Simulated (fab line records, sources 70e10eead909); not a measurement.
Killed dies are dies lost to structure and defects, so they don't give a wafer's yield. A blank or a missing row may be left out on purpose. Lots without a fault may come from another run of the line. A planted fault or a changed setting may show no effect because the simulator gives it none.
Which tool did it? | flow nand_harc | 6 lots, 18 wafers sampled, at 5 steps of a route of 1302

WHAT THE GAUGES READ, wafer by wafer
NHARC_END_SORT_01.
lot  | measured     | on        | killed_at_array
L770 | day 30 00:23 | prober-02 | 52 100 48

WHICH TOOL RAN EACH LOT (tool, then ch and the chambers of the sampled wafers, then the start)
lot  | NHARC_A_STAIRCASE_ETCH_234         | NHARC_THIN_TSV_ETCH_15           | NHARC_THIN_TSV_STRIP_45              | NHARC_THIN_TSV_PRE_CLEAN_54
L756 | rie_diel-01 ch 1,2, day 16 13:16   | rie_si-01 ch 0,1,3, day 24 04:28 | plasma_asher-02 ch 0,1, day 24 04:41 | pvd_sputter-02, day 24 08:28
L758 | rie_diel-07 ch 0,2,3, day 17 00:22 | rie_si-04 ch 1,2,3, day 24 18:22 | plasma_asher-01 ch 0,1, day 24 18:35 | pvd_sputter-01, day 24 22:31
L760 | rie_diel-07 ch 1,2,3, day 17 22:58 | rie_si-04 ch 0,1,3, day 25 11:50 | plasma_asher-02 ch 0,1, day 25 12:02 | pvd_sputter-03, day 25 16:01
L762 | rie_diel-06 ch 0,2,3, day 19 00:36 | rie_si-04 ch 0,1,3, day 26 23:37 | plasma_asher-01 ch 0,1, day 26 23:53 | pvd_sputter-01, day 27 03:55
L770 | rie_diel-07 ch 0,2,3, day 21 17:15 | rie_si-01 ch 1,2, day 29 07:44   | plasma_asher-02 ch 0,1, day 29 07:58 | pvd_sputter-02, day 29 11:48
L777 | rie_diel-01 ch 0,1,2, day 24 21:37 | rie_si-01 ch 0,2, day 32 15:42   | plasma_asher-02 ch 0,1, day 32 15:57 | pvd_sputter-02, day 32 19:43
- NHARC_A_STAIRCASE_ETCH_234: etches the open film in C4F8/O2, target depth 100 nm, time 40.5 s.
- NHARC_THIN_TSV_ETCH_15: target depth 3000 nm, bosch target overetch cycles 2, bosch etch step 2.8 s.
- NHARC_THIN_TSV_STRIP_45: strips in O2.
- NHARC_THIN_TSV_PRE_CLEAN_54: time 30 s.

THE ANSWER, worked out from the rows above alone
Rule: what is usual is taken from the lots themselves. Put in order of their means at a reading, lots are off if they are a third of the lots or fewer, leave a main group of 4 or more, and stand apart from it by a gap of 3 or more times the standard deviation of the main group's means; of several such gaps the widest counts. A main group whose means are all the same, to the digits that the tables above print for the reading, isn't used. A lot without any number at a reading at which 4 lots or more have one is off too. The other lots that the step has rows for count as sound.
No lot is off at any reading shown: from this, nothing can be told.

WHAT THE SIMULATOR HAD PUT IN
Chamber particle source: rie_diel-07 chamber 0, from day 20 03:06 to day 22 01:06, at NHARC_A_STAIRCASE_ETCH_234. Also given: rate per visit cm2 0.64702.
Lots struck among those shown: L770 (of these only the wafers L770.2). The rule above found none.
